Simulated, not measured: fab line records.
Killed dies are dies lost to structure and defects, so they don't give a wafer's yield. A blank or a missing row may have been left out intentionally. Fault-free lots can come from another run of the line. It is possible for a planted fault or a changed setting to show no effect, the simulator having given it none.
Which tool was responsible? || flow n5-finfet || 12 lots, 36 wafers sampled, at 1 step of a route of 1938

== WHAT THE GAUGES SHOWED, per wafer ==
N5_WELL_APT_INSPECT_10: inspects for defects (macro).
{"lot": "L075", "measured": "day 1 19:45", "on": "defect-inspect-02", "raw-defect-count": "1 2 3"}
{"lot": "L077", "measured": "day 2 07:54", "on": "defect-inspect-01", "raw-defect-count": "2 7 1"}
{"lot": "L079", "measured": "day 2 19:37", "on": "defect-inspect-01", "raw-defect-count": "5 2 1"}
{"lot": "L081", "measured": "day 3 07:46", "on": "defect-inspect-02", "raw-defect-count": "7 2 2"}
{"lot": "L083", "measured": "day 3 19:44", "on": "defect-inspect-02", "raw-defect-count": "4 1 0"}
{"lot": "L085", "measured": "day 4 07:54", "on": "defect-inspect-01", "raw-defect-count": "4 1 3"}
{"lot": "L087", "measured": "day 4 19:59", "on": "defect-inspect-02", "raw-defect-count": "0 1 0"}
{"lot": "L089", "measured": "day 5 07:52", "on": "defect-inspect-01", "raw-defect-count": "2 1 4"}
{"lot": "L091", "measured": "day 5 19:44", "on": "defect-inspect-02", "raw-defect-count": "1 1 3"}
{"lot": "L093", "measured": "day 6 07:51", "on": "defect-inspect-02", "raw-defect-count": "1 0 5"}
{"lot": "L095", "measured": "day 6 19:46", "on": "defect-inspect-01", "raw-defect-count": "2 5 6"}
{"lot": "L097", "measured": "day 7 07:44", "on": "defect-inspect-02", "raw-defect-count": "1 1 4"}

== TOOL THAT RAN EACH LOT (tool first, then ch and the chambers of the sampled wafers, then the start) ==
No process step before these readings appears in the record.

== THE ANSWER, worked out from the rows above alone ==
Rule: what is usual is taken from the lots themselves. The widest of any qualifying gaps counts: lots, ordered by their means at a reading, are off when they make up no more than a third of the lots, leave a main group of 4 or more, and stand apart from it by 3 or more times the standard deviation of that group's means. Not used: any main group whose means are identical at the precision the tables above print for the reading. Also off: a lot with no number at a reading for which 4 or more lots have one. Any other lot the step has rows for is counted as sound.
No lot is off at any reading shown: from this, nothing can be told.

== WHAT THE SIMULATOR HAD PUT IN ==
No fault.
